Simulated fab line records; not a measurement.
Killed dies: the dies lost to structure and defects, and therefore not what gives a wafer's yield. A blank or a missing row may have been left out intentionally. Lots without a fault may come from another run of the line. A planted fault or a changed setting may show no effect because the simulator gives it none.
fab line records	flow n5_finfet	part 1 of 2: steps 1 to 18 of 29
record: lots: 5	wafers: 15	last_day: 21
route steps=1938 shown BEOL_M4@1031
lots that met no fault: taken from a fault-free run of the same line
start_h: the number of hours between the record's first day and the start of the first shown wafer of the lot	wait_h: time in hours since the lot's previous step	" identical to the entry in the row above	L1.1+2: a row that stands for several wafers	- no value present, or no start provided	* or withheld: withheld	< > ~ a bound
route shown NAME@n: names a module that has steps shown in the file, with the first one's number in the route	usual: the fault-free wafers' mean and standard deviation	same: alike in all rows	chamber/n: place in a boat	sites: the reading at each site	_std_site: their standard deviation	_edge_site: inner sites' mean taken away from outer sites' mean	radius_mm: for every site, how far away it sits from the centre of the wafer	mask NAME#n: copy n	behind: the last tool/chamber to shape the wafer	hold: the reason the lot was held/the length of the hold in hours/how it ended	device: the transistor (n, p or np) that didn't switch	end of line: at the end of the route, the tests of the same wafers	where a step has no rows: the recipe by itself	killed: dies that structure and defects cost at the first sort, which is not the same as the wafer's yield	map: a wafer's dies, marking killed ones x, the rest . and places with no die _
set.NAME: the setting that was run; set.NAME@STEP: the one run at that earlier step	model.NAME: the simulator's own value behind a step, which no gauge read
lots at some steps of the route; a table a step, a row a wafer
services: the hour from which a tool's chamber was out of use, counted from the record's first day as start_h (under 0 if before that day), plus the number of hours and why
== steps ==
step: N5_BEOL_M4_EXPOSE_08
recipe: mask_id: M4	na: 0.33	source_shape: dipole	sigma_inner: 0.369	sigma_outer: 0.767	polarization: unpolarized	dose_mj: 41.25
lot.wafer	tool	chamber	start_h	wait_h	mask
L080.1+2+6	euv_scanner-01	0	209.90	-	M4#0
L084.1+2+3	euv_scanner-01	0	292.53	-	M4#0
L086.1+2+4	euv_scanner-01	0	310.87	-	M4#0
L090.1+2+4	euv_scanner-02	0	334.63	-	M4#0
L096.1+2+5	euv_scanner-01	0	347.53	-	M4#0
step: N5_BEOL_M4_PEB_09
recipe: peb_temp_c: 100	peb_time_s: 60	resist: CAR-EUV
usual: heater_power_total_W: 153.9/1.1
lot.wafer	tool	chamber	start_h	wait_h	heater_power_total_W
L080.1	litho_track-05	0	209.96	0.1	152.7
L080.2	"	0	"	"	154.5
L080.6	"	0	"	"	153.8
L084.1	litho_track-05	0	292.59	0.1	154.1
L084.2	"	0	"	"	153.1
L084.3	"	0	"	"	155.6
L086.1	litho_track-02	0	310.94	0.1	155.4
L086.2	"	0	"	"	153.4
L086.4	"	0	"	"	153.0
L090.1	litho_track-02	0	334.69	0.1	154.4
L090.2	"	0	"	"	152.9
L090.4	"	0	"	"	153.0
L096.1	litho_track-03	0	347.60	0.1	155.2
L096.2	"	0	"	"	155.4
L096.5	"	0	"	"	154.2
step: N5_BEOL_M4_DEVELOP_10
recipe: develop_time_s: 30	developer: TMAH	resist: CAR-EUV	rinse_liquid: surfactant_rinse	dry: air_spin	dev_temp_c: 23
usual: developer_temp_C: 23.00/0.12
lot.wafer	tool	chamber	start_h	wait_h	developer_temp_C
L080.1	litho_track-05	0	-	-	22.90
L080.2	"	0	"	"	23.06
L080.6	"	0	"	"	22.97
L084.1	litho_track-05	0	-	-	23.09
L084.2	"	0	"	"	23.15
L084.3	"	0	"	"	23.04
L086.1	litho_track-02	0	-	-	22.97
L086.2	"	0	"	"	22.98
L086.4	"	0	"	"	23.02
L090.1	litho_track-02	0	-	-	23.17
L090.2	"	0	"	"	23.05
L090.4	"	0	"	"	23.05
L096.1	litho_track-03	0	-	-	23.05
L096.2	"	0	"	"	22.96
L096.5	"	0	"	"	22.78
step: N5_BEOL_M4_CD_MEAS_11
recipe: target_cd_nm: 16.79	landing_energy_ev: 500	detector: se_inlens	polarity: opening
usual: cd_nm: 16.77/0.22
lot.wafer	tool	chamber	start_h	wait_h	cd_nm
L080.1	cd_sem-01	0	210.03	-	16.87
L080.2	"	0	"	"	16.83
L080.6	"	0	"	"	17.00
L084.1	cd_sem-01	0	292.66	-	16.44
L084.2	"	0	"	"	16.57
L084.3	"	0	"	"	16.43
L086.1	cd_sem-01	0	311.00	-	16.69
L086.2	"	0	"	"	16.79
L086.4	"	0	"	"	16.54
L090.1	cd_sem-03	0	334.76	-	17.06
L090.2	"	0	"	"	16.97
L090.4	"	0	"	"	17.05
L096.1	cd_sem-03	0	347.66	-	16.55
L096.2	"	0	"	"	16.50
L096.5	"	0	"	"	16.91
step: N5_BEOL_M4_OVL_MEAS_12
recipe: points_per_wafer: 522
usual: M4_OVL: -0.7/0.58
lot.wafer	tool	chamber	start_h	wait_h	M4_OVL[nm]
L080.1	overlay-01	0	210.06	0.0	0.5
L080.2	"	0	"	"	-0.2
L080.6	"	0	"	"	0.5
L084.1	overlay-01	0	292.69	0.0	-0.4
L084.2	"	0	"	"	0.0
L084.3	"	0	"	"	-0.5
L086.1	overlay-01	0	311.03	0.0	-0.6
L086.2	"	0	"	"	-0.8
L086.4	"	0	"	"	-0.2
L090.1	overlay-02	0	334.79	0.0	-1.1
L090.2	"	0	"	"	-0.1
L090.4	"	0	"	"	0.0
L096.1	overlay-01	0	347.69	0.0	-1.8
L096.2	"	0	"	"	-0.9
L096.5	"	0	"	"	-1.4
step: N5_BEOL_M4_INSPECT_13
recipe: mode: adi	inspect_instrument: brightfield
usual: raw_defect_count: 384/82
lot.wafer	tool	chamber	start_h	wait_h	raw_defect_count
L080.1	defect_inspect-01	-	210.12	0.1	388
L080.2	"	-	"	"	424
L080.6	"	-	"	"	353
L084.1	defect_inspect-01	-	292.76	0.1	337
L084.2	"	-	"	"	515
L084.3	"	-	"	"	577
L086.1	defect_inspect-01	-	311.09	0.1	391
L086.2	"	-	"	"	486
L086.4	"	-	"	"	459
L090.1	defect_inspect-02	-	334.85	0.1	386
L090.2	"	-	"	"	450
L090.4	"	-	"	"	360
L096.1	defect_inspect-02	-	347.75	0.1	299
L096.2	"	-	"	"	280
L096.5	"	-	"	"	381
step: N5_BEOL_M4_DESCUM_16
recipe: chemistry: O2	time_s: 7	source_power_w: 50	bias_power_w: 20	pressure_mtorr: 20	rf_frequency_hz: 2.712e+07	temp_c: 40	resist: CAR-EUV	o2_flow_sccm: 225
usual: drypump_motor_current_A: 5.7/0.38	oes_product_au: 0.79/0.094	rf_vpp_V: 243.2/1.6	showerhead_plenum_p_Torr: 2.11/0.082	temp_c: 40.01/0.12	throttle_valve_pct: 20.48/0.16
lot.wafer	tool	chamber	start_h	wait_h	drypump_motor_current_A	oes_product_au	rf_hours_counter_h	rf_vpp_V	showerhead_plenum_p_Torr	temp_c	throttle_valve_pct
L080.1	rie_diel-05	1	210.15	0.0	5.4	0.95	12	245.0	2.24	39.83	20.20
L080.2	"	3	"	"	6.6	0.71	202	244.4	2.17	39.85	20.61
L080.6	"	3	"	"	6.6	0.70	-	244.3	2.17	39.94	20.61
L084.1	rie_diel-02	2	292.79	0.0	5.6	0.77	134	243.7	2.18	39.83	20.53
L084.2	"	1	"	"	5.8	0.70	204	243.5	2.16	39.82	20.48
L084.3	"	0	"	"	5.6	0.68	229	241.6	1.98	40.01	20.44
L086.1	rie_diel-04	1	311.13	0.0	5.6	0.83	87	242.5	2.02	40.16	20.63
L086.2	"	2	"	"	5.2	0.99	0	242.1	2.05	39.99	20.11
L086.4	"	3	"	"	5.1	0.92	26	244.0	2.14	39.98	20.34
L090.1	rie_diel-05	3	334.88	0.0	6.6	0.67	237	243.6	2.16	39.96	20.64
L090.2	"	2	"	"	5.7	0.93	13	243.8	2.14	40.13	20.43
L090.4	"	3	"	"	6.6	0.68	-	243.0	2.16	40.08	20.66
L096.1	rie_diel-02	3	347.79	0.0	5.6	0.73	199	242.6	1.99	39.99	20.71
L096.2	"	0	"	"	5.6	0.68	245	242.7	1.98	40.02	20.45
L096.5	"	0	"	"	5.6	0.67	-	240.2	1.98	39.97	20.47
step: N5_BEOL_M4_ETCH_74
recipe: chemistry: N2/H2	target: underlayer	target_depth_a: 65	mask_material: CAR-EUV	time_s: 5.2	ion_energy_ev: 200	pressure_mtorr: 30	source_w: 840	bias_w: 150	n2_flow_sccm: 200	h2_flow_sccm: 200	ends: cleared
usual: drypump_motor_current_A: 5.7/0.38	etch_rf_on_time_s: 5.22/0.092	n2_flow_sccm: 200.0/0.61	oes_product_au: 0.67/0.08	rf_vpp_V: 524/3.1	showerhead_plenum_p_Torr: 2.56/0.1	throttle_valve_pct: 17.92/0.16
lot.wafer	tool	chamber	start_h	wait_h	drypump_motor_current_A	etch_rf_on_time_s	n2_flow_sccm	oes_product_au	rf_hours_counter_h	rf_vpp_V	showerhead_plenum_p_Torr	throttle_valve_pct
L080.1	rie_diel-05	1	210.19	0.0	5.4	5.21	200.8	0.78	12	529	2.73	17.74
L080.2	"	3	"	"	6.6	5.24	200.3	0.59	202	526	2.62	17.96
L080.6	"	3	"	"	6.6	5.23	199.3	0.60	-	524	2.62	17.95
L084.1	rie_diel-02	2	292.83	0.0	5.7	5.22	199.2	0.65	135	526	2.66	18.11
L084.2	"	1	"	"	5.8	5.24	200.2	0.62	204	525	2.63	17.91
L084.3	"	0	"	"	5.6	5.24	200.2	0.58	229	521	2.41	17.85
L086.1	rie_diel-04	1	311.16	0.0	5.6	5.30	200.4	0.71	87	521	2.46	18.03
L086.2	"	2	"	"	5.2	5.12	200.8	0.85	0	523	2.49	17.45
L086.4	"	3	"	"	5.1	5.20	200.4	0.78	26	526	2.59	17.81
L090.1	rie_diel-05	3	334.92	0.0	6.6	5.23	200.6	0.59	237	526	2.61	18.02
L090.2	"	2	"	"	5.8	5.14	199.8	0.79	13	527	2.60	17.79
L090.4	"	3	"	"	6.6	5.23	200.6	0.57	-	525	2.61	18.04
L096.1	rie_diel-02	3	347.82	0.0	5.6	5.46	199.2	0.60	199	520	2.42	18.11
L096.2	"	0	"	"	5.6	5.29	200.3	0.58	245	520	2.40	17.87
L096.5	"	0	"	"	5.6	5.26	199.7	0.57	-	519	2.40	17.87
step: N5_BEOL_M4_ETCH_63
recipe: chemistry: CF4	target: SiARC	target_depth_a: 156	mask_material: CAR-EUV	time_s: 26	ion_energy_ev: 80	pressure_mtorr: 40	source_w: 545	bias_w: 36	Ar_flow_sccm: 100	cf4_flow_sccm: 100	ends: cleared
usual: drypump_motor_current_A: 5.7/0.38	etch_rf_on_time_s: 26.1/0.42	oes_product_au: 0.67/0.079	rf_vpp_V: 184.3/1.2	showerhead_plenum_p_Torr: 2.15/0.078	throttle_valve_pct: 15.66/0.16
lot.wafer	tool	chamber	start_h	wait_h	drypump_motor_current_A	etch_rf_on_time_s	oes_product_au	rf_hours_counter_h	rf_vpp_V	showerhead_plenum_p_Torr	throttle_valve_pct
L080.1	rie_diel-05	1	210.21	0.0	5.4	25.8	0.80	12	186.0	2.28	15.30
L080.2	"	3	"	"	6.6	26.1	0.60	202	185.6	2.21	15.78
L080.6	"	3	"	"	6.7	25.8	0.61	-	185.8	2.21	15.77
L084.1	rie_diel-02	2	292.84	0.0	5.7	26.1	0.65	135	185.1	2.23	15.72
L084.2	"	1	"	"	5.8	26.1	0.61	204	186.1	2.21	15.69
L084.3	"	0	"	"	5.6	26.3	0.59	229	181.7	2.04	15.68
L086.1	rie_diel-04	1	311.18	0.0	5.5	26.8	0.71	87	182.8	2.07	15.76
L086.2	"	2	"	"	5.2	25.7	0.84	0	182.9	2.11	15.32
L086.4	"	3	"	"	5.1	25.9	0.79	26	183.2	2.18	15.40
L090.1	rie_diel-05	3	334.93	0.0	6.6	26.2	0.58	237	183.8	2.19	15.85
L090.2	"	2	"	"	5.7	25.8	0.80	13	184.3	2.18	15.56
L090.4	"	3	"	"	6.6	26.1	0.58	-	184.7	2.19	15.86
L096.1	rie_diel-02	3	347.84	0.0	5.6	27.0	0.61	199	181.3	2.04	15.87
L096.2	"	0	"	"	5.6	26.4	0.58	245	182.7	2.03	15.72
L096.5	"	0	"	"	5.6	26.3	0.58	-	182.2	2.03	15.71
step: N5_BEOL_M4_ETCH_64
recipe: chemistry: N2/H2	target: SOC	target_depth_a: 750	overetch_a: 225	mask_material: SiARC	temp_c: 40	time_s: 121.9	ion_energy_ev: 200	pressure_mtorr: 30	source_w: 840	bias_w: 150	n2_flow_sccm: 200	h2_flow_sccm: 200
usual: drypump_motor_current_A: 5.7/0.38	n2_flow_sccm: 200.0/0.61	oes_product_au: 0.60/0.068	rf_vpp_V: 524.2/2.9	showerhead_plenum_p_Torr: 2.56/0.1	temp_c: 39.98/0.1	throttle_valve_pct: 17.88/0.16
lot.wafer	tool	chamber	start_h	wait_h	drypump_motor_current_A	n2_flow_sccm	oes_product_au	rf_hours_counter_h	rf_vpp_V	showerhead_plenum_p_Torr	temp_c	throttle_valve_pct
L080.1	rie_diel-05	1	210.23	0.0	5.4	200.3	0.70	12	527.7	2.73	39.94	17.70
L080.2	"	3	"	"	6.6	199.0	0.54	202	526.5	2.62	39.99	17.92
L080.6	"	3	"	"	6.6	199.1	0.54	-	527.1	2.62	40.18	17.92
L084.1	rie_diel-02	2	292.87	0.0	5.7	200.2	0.58	135	527.6	2.66	39.90	18.06
L084.2	"	1	"	"	5.8	199.6	0.54	204	525.1	2.63	40.07	17.87
L084.3	"	0	"	"	5.6	199.7	0.52	229	520.7	2.41	40.10	17.79
L086.1	rie_diel-04	1	311.21	0.0	5.5	200.8	0.63	87	521.2	2.46	40.00	18.03
L086.2	"	2	"	"	5.1	200.9	0.75	0	522.3	2.49	40.08	17.40
L086.4	"	3	"	"	5.1	199.6	0.69	26	525.6	2.59	39.93	17.77
L090.1	rie_diel-05	3	334.96	0.0	6.6	200.6	0.52	237	526.3	2.61	40.06	17.98
L090.2	"	2	"	"	5.8	199.7	0.70	13	525.3	2.60	40.01	17.74
L090.4	"	3	"	"	6.7	200.3	0.52	-	525.4	2.61	40.00	17.99
L096.1	rie_diel-02	3	347.87	0.0	5.6	199.4	0.56	200	519.9	2.42	39.95	18.08
L096.2	"	0	"	"	5.6	200.7	0.52	245	518.7	2.40	39.84	17.82
L096.5	"	0	"	"	5.6	200.5	0.52	-	519.3	2.40	39.99	17.83
step: N5_BEOL_M4_STRIP_65
recipe: chemistry: N2/H2	temp_c: 40	n2_flow_sccm: 200	h2_flow_sccm: 200	rf_frequency_hz: 6e+07
lot.wafer	tool	chamber	start_h	wait_h
L080.1+2+6	rie_diel-05	1,3,3	210.35	0.1
L084.1+2+3	rie_diel-02	2,1,0	292.98	0.1
L086.1+2+4	rie_diel-04	1,2,3	311.32	0.1
L090.1+2+4	rie_diel-05	3,2,3	335.07	0.1
L096.1+2+5	rie_diel-02	3,0,0	347.98	0.1
step: N5_BEOL_M4_STRIP_75
recipe: chemistry: N2/H2	temp_c: 40	n2_flow_sccm: 200	h2_flow_sccm: 200	rf_frequency_hz: 6e+07
lot.wafer	tool	chamber	start_h	wait_h
L080.1+2+6	rie_diel-05	1,3,3	210.36	0.0
L084.1+2+3	rie_diel-02	2,1,0	292.99	0.0
L086.1+2+4	rie_diel-04	1,2,3	311.33	0.0
L090.1+2+4	rie_diel-05	3,2,3	335.08	0.0
L096.1+2+5	rie_diel-02	3,0,0	347.99	0.0
step: N5_BEOL_M4_STRIP_66
recipe: chemistry: CF4	resist: SiARC	power_w: 300	bias_power_w: 75	pressure_mtorr: 50	cf4_flow_sccm: 150	rf_frequency_hz: 6e+07
usual: drypump_motor_current_A: 5.7/0.38	oes_product_au: 0.78/0.087	rf_vpp_V: 271.4/1.7	showerhead_plenum_p_Torr: 1.80/0.066	throttle_valve_pct: 13.63/0.18
lot.wafer	tool	chamber	start_h	wait_h	drypump_motor_current_A	oes_product_au	rf_hours_counter_h	rf_vpp_V	showerhead_plenum_p_Torr	throttle_valve_pct
L080.1	rie_diel-05	1	210.37	0.0	5.4	0.92	12	272.8	1.90	13.24
L080.2	"	3	"	"	6.5	0.70	202	274.2	1.85	13.76
L080.6	"	3	"	"	6.6	0.70	-	272.2	1.85	13.75
L084.1	rie_diel-02	2	293.00	0.0	5.7	0.76	135	272.3	1.87	13.69
L084.2	"	1	"	"	5.7	0.71	204	272.8	1.85	13.71
L084.3	"	0	"	"	5.6	0.69	229	269.6	1.71	13.68
L086.1	rie_diel-04	1	311.34	0.0	5.5	0.83	87	271.2	1.74	13.71
L086.2	"	2	"	"	5.2	0.97	0	270.5	1.77	13.27
L086.4	"	3	"	"	5.1	0.91	26	272.9	1.83	13.36
L090.1	rie_diel-05	3	335.09	0.0	6.6	0.67	237	272.4	1.84	13.84
L090.2	"	2	"	"	5.8	0.92	13	271.4	1.83	13.47
L090.4	"	3	"	"	6.6	0.67	-	272.8	1.84	13.86
L096.1	rie_diel-02	3	348.00	0.0	5.6	0.73	200	268.7	1.71	13.85
L096.2	"	0	"	"	5.6	0.67	245	269.1	1.70	13.72
L096.5	"	0	"	"	5.6	0.68	-	269.4	1.70	13.72
step: N5_BEOL_M4_HM_OPEN_17
recipe: chemistry: Cl2/BCl3	target_depth_a: 200	overetch_a: 60	target: TiN	mask_material: SOC	ion_energy_ev: 150	pressure_mtorr: 10	icp_w: 1000	bias_w: 126	Cl2_flow_sccm: 53.25	bcl3_flow_sccm: 21.75	Ar_flow_sccm: 25
usual: bcl3_flow_sccm: 21.76/0.067	drypump_motor_current_A: 5.67/0.3	mfc_cl2_sccm: 53.25/0.16	oes_product_au: 0.63/0.09	throttle_valve_pct: 22.16/0.14
lot.wafer	tool	chamber	start_h	wait_h	bcl3_flow_sccm	drypump_motor_current_A	mfc_cl2_sccm	oes_product_au	rf_hours_counter_h	throttle_valve_pct
L080.1	rie_metal-01	1	210.41	0.0	21.69	5.88	53.60	0.55	92	22.33
L080.2	"	0	"	"	21.84	5.55	53.09	0.57	97	22.07
L080.6	"	1	"	"	21.74	5.88	53.27	0.56	-	22.34
L084.1	rie_metal-01	1	293.04	0.0	21.72	5.89	53.20	0.55	100	22.35
L084.2	"	0	"	"	21.60	5.56	53.37	0.55	105	22.08
L084.3	"	0	"	"	21.69	5.56	53.29	0.55	-	22.08
L086.1	rie_metal-01	1	311.38	0.0	21.80	5.88	53.41	0.55	101	22.34
L086.2	"	1	"	"	21.81	5.86	53.09	0.55	-	22.35
L086.4	"	1	"	"	21.70	5.88	53.10	0.54	-	22.36
L090.1	rie_metal-03	1	335.13	0.0	21.78	5.46	53.13	0.66	49	22.19
L090.2	"	0	"	"	21.85	5.31	53.36	0.56	95	22.12
L090.4	"	0	"	"	21.71	5.36	53.01	0.57	-	22.12
L096.1	rie_metal-02	1	348.04	0.0	21.86	5.69	53.41	0.77	8	22.05
L096.2	"	0	"	"	21.82	6.24	53.17	0.63	54	22.19
L096.5	"	0	"	"	21.71	6.25	53.45	0.64	-	22.19
step: N5_BEOL_M4_STRIP_19
recipe: chemistry: O2	power_w: 400	temp_c: 40	pressure_mtorr: 30	rf_frequency_hz: 6e+07	bias_power_w: 0	overash_fraction: 0.2	o2_flow_sccm: 225
usual: drypump_motor_current_A: 5.7/0.43	oes_product_au: 0.80/0.11	rf_vpp_V: 3.7/0.42	showerhead_plenum_p_Torr: 2.13/0.079	temp_c: 40.01/0.12	throttle_valve_pct: 16.71/0.18
lot.wafer	tool	chamber	start_h	wait_h	drypump_motor_current_A	oes_product_au	rf_hours_counter_h	rf_vpp_V	showerhead_plenum_p_Torr	temp_c	throttle_valve_pct
L080.1	rie_diel-05	3	210.52	0.1	6.6	0.69	202	4.0	2.17	40.09	16.90
L080.2	"	0	"	"	6.3	0.89	28	3.7	2.14	39.96	16.58
L080.6	"	0	"	"	6.3	0.89	-	4.6	2.14	40.07	16.57
L084.1	rie_diel-05	2	293.18	0.1	5.7	0.97	1	3.7	2.15	40.09	16.61
L084.2	"	3	"	"	6.6	0.67	225	3.9	2.17	40.19	16.91
L084.3	"	1	"	"	5.4	0.89	36	3.9	2.23	40.05	16.44
L086.1	rie_diel-02	1	311.61	0.2	5.7	0.70	209	3.8	2.17	39.95	16.76
L086.2	"	2	"	"	5.7	0.76	141	3.6	2.18	40.31	16.79
L086.4	"	0	"	"	5.6	0.68	234	4.0	1.98	39.84	16.72
L090.1	rie_diel-05	3	335.35	0.2	6.6	0.67	237	3.3	2.16	39.83	16.92
L090.2	"	2	"	"	5.7	0.93	13	3.1	2.14	39.87	16.62
L090.4	"	0	"	"	6.3	0.83	-	3.7	2.13	39.99	16.64
L096.1	rie_diel-02	1	348.15	0.1	5.8	0.70	220	3.8	2.16	39.92	16.79
L096.2	"	2	"	"	5.7	0.75	153	4.3	2.18	39.83	16.80
L096.5	"	0	"	"	5.6	0.68	-	3.6	1.98	40.02	16.75
step: N5_BEOL_M4_CD_MEAS_18
recipe: pitch_nm: 36	target_cd_nm: 18
usual: cd_nm: 18.09/0.28
lot.wafer	tool	chamber	start_h	wait_h	cd_nm
L080.1	cd_sem-02	-	210.59	0.0	18.14
L080.2	"	-	"	"	18.41
L080.6	"	-	"	"	17.73
L084.1	cd_sem-01	-	293.25	0.0	18.09
L084.2	"	-	"	"	17.95
L084.3	"	-	"	"	18.19
L086.1	cd_sem-01	-	311.68	0.0	17.82
L086.2	"	-	"	"	17.85
L086.4	"	-	"	"	17.95
L090.1	cd_sem-01	-	335.42	0.0	18.27
L090.2	"	-	"	"	18.20
L090.4	"	-	"	"	17.88
L096.1	cd_sem-03	-	348.22	0.0	17.83
L096.2	"	-	"	"	18.00
L096.5	"	-	"	"	17.95
step: N5_BEOL_M4_COAT_67
recipe: resist: SOC	temp_c: 250	time_s: 60	spin_rpm: 1500	resist_thk_nm: 60
usual: heater_power_total_W: 500.5/1.7
lot.wafer	tool	chamber	start_h	wait_h	heater_power_total_W
L080.1	litho_track-05	0	210.62	0.0	497.8
L080.2	"	0	"	"	499.4
L080.6	"	0	"	"	502.7
L084.1	litho_track-02	0	293.29	0.0	497.7
L084.2	"	0	"	"	501.6
L084.3	"	0	"	"	501.4
L086.1	litho_track-02	0	311.72	0.0	499.6
L086.2	"	0	"	"	503.3
L086.4	"	0	"	"	499.2
L090.1	litho_track-05	0	335.45	0.0	499.1
L090.2	"	0	"	"	497.6
L090.4	"	0	"	"	501.6
L096.1	litho_track-05	0	348.26	0.0	501.8
L096.2	"	0	"	"	503.2
L096.5	"	0	"	"	502.4
step: N5_BEOL_M4_COAT_68
recipe: resist: SiARC	temp_c: 220	time_s: 60	spin_rpm: 1500	resist_thk_nm: 12
usual: heater_power_total_W: 427.7/2.2
lot.wafer	tool	chamber	start_h	wait_h	heater_power_total_W
L080.1	litho_track-05	0	-	-	424.9
L080.2	"	0	"	"	428.8
L080.6	"	0	"	"	429.7
L084.1	litho_track-02	0	-	-	430.8
L084.2	"	0	"	"	424.8
L084.3	"	0	"	"	428.3
L086.1	litho_track-02	0	-	-	425.7
L086.2	"	0	"	"	430.3
L086.4	"	0	"	"	428.2
L090.1	litho_track-05	0	-	-	430.5
L090.2	"	0	"	"	425.3
L090.4	"	0	"	"	430.4
L096.1	litho_track-05	0	-	-	426.9
L096.2	"	0	"	"	427.1
L096.5	"	0	"	"	429.6
